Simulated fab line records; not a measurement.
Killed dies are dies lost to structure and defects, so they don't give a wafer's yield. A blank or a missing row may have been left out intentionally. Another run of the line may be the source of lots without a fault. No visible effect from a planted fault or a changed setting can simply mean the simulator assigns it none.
Which of the tools did it? / flow n5-finfet / 12 lots, 36 wafers sampled, at 5 steps of a route of 1938

== WHAT THE GAUGES SHOWED, per wafer ==
N5_BEOL_M6_CD_MEAS_11: target cd 38.5 nm.
lot=L075; measured=day 8 14:27; on=cd-sem-03; cd-nm (nm)=37.4 38.8 39.3
lot=L077; measured=day 9 00:04; on=cd-sem-03; cd-nm (nm)=37.8 39.4 37.8
lot=L078; measured=day 9 15:43; on=cd-sem-03; cd-nm (nm)=38.5 37.8 38.1
lot=L081; measured=day 10 11:44; on=cd-sem-03; cd-nm (nm)=38.7 38.0 37.4
lot=L083; measured=day 11 00:50; on=cd-sem-01; cd-nm (nm)=37.7 38.9 38.7
lot=L085; measured=day 11 08:11; on=cd-sem-03; cd-nm (nm)=38.3 39.3 38.7
lot=L087; measured=day 12 05:55; on=cd-sem-02; cd-nm (nm)=37.8 38.6 37.9
lot=L090; measured=day 12 21:03; on=cd-sem-01; cd-nm (nm)=37.6 37.7 37.2
lot=L091; measured=day 13 11:17; on=cd-sem-01; cd-nm (nm)=38.5 38.5 38.5
lot=L094; measured=day 13 15:50; on=cd-sem-02; cd-nm (nm)=38.5 38.5 38.4
lot=L093; measured=day 13 21:59; on=cd-sem-01; cd-nm (nm)=39.1 38.8 38.4
lot=L097; measured=day 15 04:36; on=cd-sem-01; cd-nm (nm)=39.0 38.7 38.5

== WHAT TOOL EACH LOT RAN ON (gives the tool, then ch and the chambers of the sampled wafers, and finally the start) ==
lot=L075; N5_BEOL_M5_ANNEAL_49=pvd-sputter-03, day 8 06:26; N5_BEOL_M5_CMP_52=cmp-02 ch 0,1, day 8 11:38; N5_BEOL_M6_ILD_DEP_00=pecvd-01 ch 0,2, day 8 12:30; N5_BEOL_M6_CURE_74=uv-cure-02 ch 2, day 8 12:43
lot=L077; N5_BEOL_M5_ANNEAL_49=pvd-sputter-03, day 8 15:56; N5_BEOL_M5_CMP_52=cmp-03 ch 0,1,3, day 8 20:43; N5_BEOL_M6_ILD_DEP_00=pecvd-01 ch 1,2, day 8 21:22; N5_BEOL_M6_CURE_74=uv-cure-02 ch 1, day 8 21:35
lot=L078; N5_BEOL_M5_ANNEAL_49=pvd-sputter-02, day 9 09:04; N5_BEOL_M5_CMP_52=cmp-01 ch 1,2,3, day 9 13:53; N5_BEOL_M6_ILD_DEP_00=pecvd-01 ch 0,1,2, day 9 14:28; N5_BEOL_M6_CURE_74=uv-cure-01 ch 0, day 9 14:32
lot=L081; N5_BEOL_M5_ANNEAL_49=pvd-sputter-01, day 10 04:58; N5_BEOL_M5_CMP_52=cmp-02 ch 0,3, day 10 09:44; N5_BEOL_M6_ILD_DEP_00=pecvd-04 ch 0,2, day 10 10:23; N5_BEOL_M6_CURE_74=uv-cure-01 ch 0, day 10 10:30
lot=L083; N5_BEOL_M5_ANNEAL_49=pvd-sputter-02, day 10 16:20; N5_BEOL_M5_CMP_52=cmp-01 ch 0,1,2, day 10 21:07; N5_BEOL_M6_ILD_DEP_00=pecvd-04 ch 1,2, day 10 21:48; N5_BEOL_M6_CURE_74=uv-cure-02 ch 0, day 10 21:56
lot=L085; N5_BEOL_M5_ANNEAL_49=pvd-sputter-03, day 11 00:58; N5_BEOL_M5_CMP_52=cmp-03 ch 1,3, day 11 05:57; N5_BEOL_M6_ILD_DEP_00=pecvd-03 ch 0,1,2, day 11 06:35; N5_BEOL_M6_CURE_74=uv-cure-03 ch 1, day 11 07:02
lot=L087; N5_BEOL_M5_ANNEAL_49=pvd-sputter-03, day 11 23:26; N5_BEOL_M5_CMP_52=cmp-03 ch 2,3, day 12 04:13; N5_BEOL_M6_ILD_DEP_00=pecvd-03 ch 0,2, day 12 04:50; N5_BEOL_M6_CURE_74=uv-cure-03 ch 2, day 12 05:03
lot=L090; N5_BEOL_M5_ANNEAL_49=pvd-sputter-01, day 12 13:39; N5_BEOL_M5_CMP_52=cmp-03 ch 0,1,3, day 12 18:33; N5_BEOL_M6_ILD_DEP_00=pecvd-03 ch 0,1,2, day 12 19:05; N5_BEOL_M6_CURE_74=uv-cure-01 ch 0, day 12 19:22
lot=L091; N5_BEOL_M5_ANNEAL_49=pvd-sputter-02, day 13 00:42; N5_BEOL_M5_CMP_52=cmp-01 ch 0,2, day 13 05:28; N5_BEOL_M6_ILD_DEP_00=pecvd-04 ch 0,2, day 13 06:05; N5_BEOL_M6_CURE_74=uv-cure-03 ch 0, day 13 06:09
lot=L094; N5_BEOL_M5_ANNEAL_49=pvd-sputter-02, day 13 07:36; N5_BEOL_M5_CMP_52=cmp-02 ch 0,2,3, day 13 12:22; N5_BEOL_M6_ILD_DEP_00=pecvd-01 ch 1,2, day 13 13:05; N5_BEOL_M6_CURE_74=uv-cure-01 ch 1, day 13 13:13
lot=L093; N5_BEOL_M5_ANNEAL_49=pvd-sputter-01, day 13 12:56; N5_BEOL_M5_CMP_52=cmp-01 ch 0,1,3, day 13 19:57; N5_BEOL_M6_ILD_DEP_00=pecvd-04 ch 0,1,2, day 13 20:32; N5_BEOL_M6_CURE_74=uv-cure-03 ch 0, day 13 20:35
lot=L097; N5_BEOL_M5_ANNEAL_49=pvd-sputter-02, day 14 18:14; N5_BEOL_M5_CMP_52=cmp-01 ch 1,2, day 14 23:00; N5_BEOL_M6_ILD_DEP_00=pecvd-04 ch 1,2, day 14 23:40; N5_BEOL_M6_CURE_74=uv-cure-01 ch 1, day 14 23:50
- N5_BEOL_M5_ANNEAL_49: time 1800 s.
- N5_BEOL_M5_CMP_52: polishes, stops on SiCOH lowk, t overpolish 6.9 s, target thk 62 nm.
- N5_BEOL_M6_ILD_DEP_00: deposits SiCOH lowk from DEMS/porogen, target thk 179.75 nm, time 33.4 s.
- N5_BEOL_M6_CURE_74: cures SiCOH lowk, time 240 s.

== THE ANSWER, worked out from the rows above alone ==
Rule: the lots themselves supply what counts as usual. Put in order of their means at a reading, lots are off if they are a third of the lots or fewer, leave a main group of 4 or more, and stand apart from it by a gap of 3 or more times the standard deviation of the main group's means; of several such gaps the widest counts. A main group whose means are all the same, to the digits that the tables above print for the reading, isn't used. Also off: a lot with no number at a reading for which 4 or more lots have one. Where the step has rows for the other lots, those lots are counted as sound.
No lot is off on any of the readings shown, so nothing can be concluded from this.

== WHAT THE SIMULATOR PUT IN ==
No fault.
